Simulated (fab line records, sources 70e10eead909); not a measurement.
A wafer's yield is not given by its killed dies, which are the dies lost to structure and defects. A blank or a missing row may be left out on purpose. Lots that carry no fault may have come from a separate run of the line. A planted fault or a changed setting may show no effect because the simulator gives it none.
Which tool is to blame? || flow nand_harc || 39 wafers from 13 lots sampled at 3 of the route's 1302 steps

WHAT THE GAUGES READ, wafer by wafer
NHARC_P_STI_INSPECT_11. Usual: raw_defect_count reads 5.4 (standard deviation 2.6).
{"lot": "L293", "measured": "day 2 19:15", "on": "defect_inspect-01", "raw_defect_count": "1 2 2", "flag": ""}
{"lot": "L294", "measured": "day 3 05:27", "on": "defect_inspect-02", "raw_defect_count": "8 3 3", "flag": ""}
{"lot": "L295", "measured": "day 3 17:27", "on": "defect_inspect-01", "raw_defect_count": "3 5 5", "flag": ""}
{"lot": "L296", "measured": "day 4 01:53", "on": "defect_inspect-01", "raw_defect_count": "5 6 4", "flag": ""}
{"lot": "L298", "measured": "day 4 22:34", "on": "defect_inspect-01", "raw_defect_count": "4 4 5", "flag": ""}
{"lot": "L303", "measured": "day 7 01:51", "on": "defect_inspect-01", "raw_defect_count": "978 986 919 958 995 916", "flag": "OFF"}
{"lot": "L305", "measured": "day 8 11:44", "on": "defect_inspect-02", "raw_defect_count": "934 871 985 929 891 979", "flag": "OFF"}
{"lot": "L306", "measured": "day 8 11:54", "on": "defect_inspect-02", "raw_defect_count": "10 11 4", "flag": ""}
{"lot": "L307", "measured": "day 8 12:04", "on": "defect_inspect-02", "raw_defect_count": "5 5 10", "flag": ""}
{"lot": "L312", "measured": "day 10 20:36", "on": "defect_inspect-02", "raw_defect_count": "4 4 6", "flag": ""}
{"lot": "L313", "measured": "day 11 09:11", "on": "defect_inspect-01", "raw_defect_count": "5 5 2", "flag": ""}
{"lot": "L314", "measured": "day 11 17:32", "on": "defect_inspect-01", "raw_defect_count": "6 6 7", "flag": ""}
{"lot": "L316", "measured": "day 12 08:05", "on": "defect_inspect-02", "raw_defect_count": "8 6 4", "flag": ""}

NHARC_P_STI_CD_MEAS_16. Usual: cd_nm reads 199.5 nm (standard deviation 1.9).
{"lot": "L293", "measured": "day 2 19:50", "on": "cd_sem-03", "cd_nm (nm)": "196.4 200.0 199.2", "flag": ""}
{"lot": "L294", "measured": "day 3 06:02", "on": "cd_sem-03", "cd_nm (nm)": "199.0 198.5 199.8", "flag": ""}
{"lot": "L295", "measured": "day 3 18:02", "on": "cd_sem-03", "cd_nm (nm)": "200.5 197.9 199.2", "flag": ""}
{"lot": "L296", "measured": "day 4 02:28", "on": "cd_sem-02", "cd_nm (nm)": "197.9 200.6 199.2", "flag": ""}
{"lot": "L298", "measured": "day 4 23:07", "on": "cd_sem-03", "cd_nm (nm)": "199.1 198.8 196.5", "flag": ""}
{"lot": "L306", "measured": "day 8 12:28", "on": "cd_sem-01", "cd_nm (nm)": "202.2 199.6 200.7", "flag": ""}
{"lot": "L307", "measured": "day 8 12:38", "on": "cd_sem-02", "cd_nm (nm)": "202.9 201.1 202.9", "flag": ""}
{"lot": "L312", "measured": "day 10 21:10", "on": "cd_sem-03", "cd_nm (nm)": "196.4 197.3 196.1", "flag": ""}
{"lot": "L313", "measured": "day 11 09:47", "on": "cd_sem-03", "cd_nm (nm)": "200.9 199.6 202.4", "flag": ""}
{"lot": "L314", "measured": "day 11 18:07", "on": "cd_sem-02", "cd_nm (nm)": "197.0 198.3 196.9", "flag": ""}
{"lot": "L316", "measured": "day 12 08:40", "on": "cd_sem-01", "cd_nm (nm)": "200.7 200.0 199.8", "flag": ""}

EACH LOT AND THE TOOL THAT RAN IT (in order: tool; ch and the chambers of the sampled wafers; start)
{"lot": "L293", "NHARC_P_STI_HM_DEP_30": "lpcvd-02 ch 1, day 2 15:04"}
{"lot": "L294", "NHARC_P_STI_HM_DEP_30": "lpcvd-02 ch 1, day 3 01:14"}
{"lot": "L295", "NHARC_P_STI_HM_DEP_30": "lpcvd-01 ch 0, day 3 11:35"}
{"lot": "L296", "NHARC_P_STI_HM_DEP_30": "lpcvd-02 ch 1, day 3 21:43"}
{"lot": "L298", "NHARC_P_STI_HM_DEP_30": "lpcvd-02 ch 0, day 4 18:22"}
{"lot": "L303", "NHARC_P_STI_HM_DEP_30": "lpcvd-01 ch 0, day 6 21:37"}
{"lot": "L305", "NHARC_P_STI_HM_DEP_30": "lpcvd-01 ch 0, day 8 07:28"}
{"lot": "L306", "NHARC_P_STI_HM_DEP_30": "lpcvd-01 ch 1, day 8 07:28"}
{"lot": "L307", "NHARC_P_STI_HM_DEP_30": "lpcvd-01 ch 1, day 8 07:28"}
{"lot": "L312", "NHARC_P_STI_HM_DEP_30": "lpcvd-01 ch 1, day 10 16:19"}
{"lot": "L313", "NHARC_P_STI_HM_DEP_30": "lpcvd-01 ch 1, day 11 03:16"}
{"lot": "L314", "NHARC_P_STI_HM_DEP_30": "lpcvd-02 ch 1, day 11 13:18"}
{"lot": "L316", "NHARC_P_STI_HM_DEP_30": "lpcvd-01 ch 1, day 12 04:04"}
- NHARC_P_STI_HM_DEP_30: deposits Si3N4, target thk 80 nm, time 873 s.

AS READ BY THE TOOLS THEMSELVES (means over the sampled wafers that have a number; for cases with no such wafer, the mark the record gives instead)
NHARC_P_STI_HM_DEP_30. Usual: spike_tc_bottom_C reads 807.8 C (standard deviation 1.2).
{"lot": "L293", "tool": "lpcvd-02", "spike_tc_bottom_C (C)": 806.2, "flag": ""}
{"lot": "L294", "tool": "lpcvd-02", "spike_tc_bottom_C (C)": 807.7, "flag": ""}
{"lot": "L295", "tool": "lpcvd-01", "spike_tc_bottom_C (C)": 807.6, "flag": ""}
{"lot": "L296", "tool": "lpcvd-02", "spike_tc_bottom_C (C)": 806.0, "flag": ""}
{"lot": "L298", "tool": "lpcvd-02", "spike_tc_bottom_C (C)": 808.9, "flag": ""}
{"lot": "L303", "tool": "lpcvd-01", "spike_tc_bottom_C (C)": 807.7, "flag": ""}
{"lot": "L305", "tool": "lpcvd-01", "spike_tc_bottom_C (C)": 807.9, "flag": ""}
{"lot": "L306", "tool": "lpcvd-01", "spike_tc_bottom_C (C)": 808.8, "flag": ""}
{"lot": "L307", "tool": "lpcvd-01", "spike_tc_bottom_C (C)": 807.2, "flag": ""}
{"lot": "L312", "tool": "lpcvd-01", "spike_tc_bottom_C (C)": 808.4, "flag": ""}
{"lot": "L313", "tool": "lpcvd-01", "spike_tc_bottom_C (C)": 810.0, "flag": ""}
{"lot": "L314", "tool": "lpcvd-02", "spike_tc_bottom_C (C)": 807.3, "flag": ""}
{"lot": "L316", "tool": "lpcvd-01", "spike_tc_bottom_C (C)": 806.9, "flag": ""}

THE ANSWER, worked out from the rows above alone
Rule: lot off if the mean of its wafers having a number is beyond 3 standard deviations from the usual mean. Also off: a lot with no number at a reading for which 4 or more lots have one. The other lots that the step has rows for count as sound. Order of review: gauges by route order, followed by the tools' own readings, for which a lot's mean as printed above is used. The first step at which some lot is off is used, and at that step the reading that is off furthest; a lot without a number counts as furthest.
Off at NHARC_P_STI_INSPECT_11 (raw_defect_count): L303, L305.
A tool fits if, at a process step before that reading, it ran every lot that is off, and no sound lot after the first of them. Those tools and the gauges at NHARC_P_STI_INSPECT_11 are tried in the same way. Of those tried, none fits.

WHAT THE SIMULATOR HAD INSERTED
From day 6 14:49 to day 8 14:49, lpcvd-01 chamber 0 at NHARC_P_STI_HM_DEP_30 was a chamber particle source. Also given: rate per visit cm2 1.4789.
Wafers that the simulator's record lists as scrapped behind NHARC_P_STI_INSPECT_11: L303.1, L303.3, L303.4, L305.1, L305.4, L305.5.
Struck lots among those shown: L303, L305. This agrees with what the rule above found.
